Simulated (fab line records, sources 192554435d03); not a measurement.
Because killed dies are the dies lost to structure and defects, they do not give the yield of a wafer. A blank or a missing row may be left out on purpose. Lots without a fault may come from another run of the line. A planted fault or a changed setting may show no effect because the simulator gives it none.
Matching of chambers | flow n5Finfet | aldSin-03 running N5_DUMMY_GATE_ALD_02: 4 sister chambers
The step deposits SiO2, target thk 2 nm, pulse time 1 s. 8 wafers are shown with their chamber, then 12 later ones without.

== EACH WAFER AND ITS CHAMBER ==
wafer  | chamber | heaterPowerW (W) | precursorPulseHeightRel
L077.2 | 2       | 469              | 1.048
L077.3 | 0       | 403              | 1.007
L077.5 | 0       | 419              | 1.005
L081.4 | 1       | 449              | 1.006
L081.5 | 3       | 409              | 1.027
L082.1 | 3       | 407              | 0.966
L082.3 | 1       | 450              | 0.982
L082.4 | 2       | 451              | 0.980

== WAFERS MISSING THEIR CHAMBER ==
wafer  | heaterPowerW (W) | precursorPulseHeightRel
L084.1 | 432              | 0.992
L084.2 | 406              | 1.008
L084.3 | 460              | 0.988
L084.4 | 404              | 0.989
L084.5 | 444              | 1.046
L084.6 | 468              | 1.041
L088.1 | 411              | 0.992
L088.5 | 421              | 0.979
L088.6 | 426              | 1.039
L096.1 | 466              | 0.988
L096.2 | 428              | 0.980
L096.4 | 470              | 1.029

== WHICH CHAMBER EACH WENT THROUGH ==
wafer  | from the rows above               | in truth
L084.1 | can't be placed: 1 or 0 or 3 or 2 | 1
L084.2 | can't be placed: 3 or 0           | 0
L084.3 | can't be placed: 2 or 1           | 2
L084.4 | can't be placed: 3 or 0           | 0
L084.5 | can't be placed: 1 or 2           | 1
L084.6 | can't be placed: 2 or 1           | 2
L088.1 | can't be placed: 3 or 0           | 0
L088.5 | can't be placed: 0 or 3 or 1      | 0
L088.6 | can't be placed: 0 or 3 or 1      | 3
L096.1 | can't be placed: 2 or 1           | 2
L096.2 | can't be placed: 0 or 3 or 1 or 2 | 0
L096.4 | can't be placed: 2 or 1           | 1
Placed correctly: 0 of 12. These rows do not allow placing 12 (true chamber among the candidates in 12). Placed wrongly: 0.
How it was worked out, from the rows above alone: a wafer's distance from a chamber is the root of the sum, over the readings, of the square of ((its reading less the chamber's mean) divided by the reading's scatter). The wafer belongs to the nearest chamber; if the next one is less than 2 further off, it can't be placed. The mean given for a chamber averages the wafers shown for that chamber. The scatter: the root of (the sum of the squares of (reading less its chamber's mean) over the shown wafers, divided by (wafers less chambers)).
